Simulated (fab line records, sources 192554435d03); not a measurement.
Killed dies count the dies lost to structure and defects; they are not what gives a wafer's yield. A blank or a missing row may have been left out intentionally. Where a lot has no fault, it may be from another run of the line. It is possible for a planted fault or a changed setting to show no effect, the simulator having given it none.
Chamber matching | flow n5 finfet | N5_MOL_CONTACT_COAG_ETCH_67 on rie diel-05 has 4 sister chambers
The step etches SOC in N2/H2, target depth 60 nm, overetch 21 nm, time 101.2 s. 8 wafers are shown with their chamber, then 7 later ones without.

WAFERS, EACH WITH ITS CHAMBER
wafer  | chamber | drypump motor current A (A) | throttle valve pct (%)
L076.2 | 3       | 6.5                         | 18.18
L076.5 | 3       | 6.5                         | 18.20
L077.5 | 0       | 5.8                         | 17.70
L084.4 | 0       | 5.8                         | 17.71
L090.1 | 1       | 5.1                         | 18.01
L090.6 | 2       | 5.5                         | 17.41
L091.1 | 2       | 5.5                         | 17.40
L091.3 | 1       | 5.2                         | 18.02

WAFERS MISSING THEIR CHAMBER
wafer  | drypump motor current A (A) | throttle valve pct (%)
L091.5 | 5.7                         | 17.73
L096.2 | 5.2                         | 18.04
L096.3 | 6.5                         | 18.25
L096.5 | 6.5                         | 18.27
L097.1 | 6.5                         | 18.28
L097.3 | 5.5                         | 17.43
L097.5 | 5.7                         | 17.76

WHICH CHAMBER EACH WENT THROUGH
wafer  | from the rows above | in truth
L091.5 | 0                   | 0
L096.2 | 1                   | 1
L096.3 | 3                   | 3
L096.5 | 3                   | 3
L097.1 | 3                   | 3
L097.3 | 2                   | 2
L097.5 | 0                   | 0
7 of 7 placed correctly. From these rows, 0 cannot be placed. Wrongly placed: 0.
How it was worked out, from the rows above alone: a wafer's distance from a chamber is the root of the sum, over the readings, of the square of ((its reading less the chamber's mean) divided by the reading's scatter). The wafer belongs to the nearest chamber; if the next one is less than 2 further off, it can't be placed. The mean given for a chamber averages the wafers shown for that chamber. The scatter: the root of (the sum of the squares of (reading less its chamber's mean) over the shown wafers, divided by (wafers less chambers)).
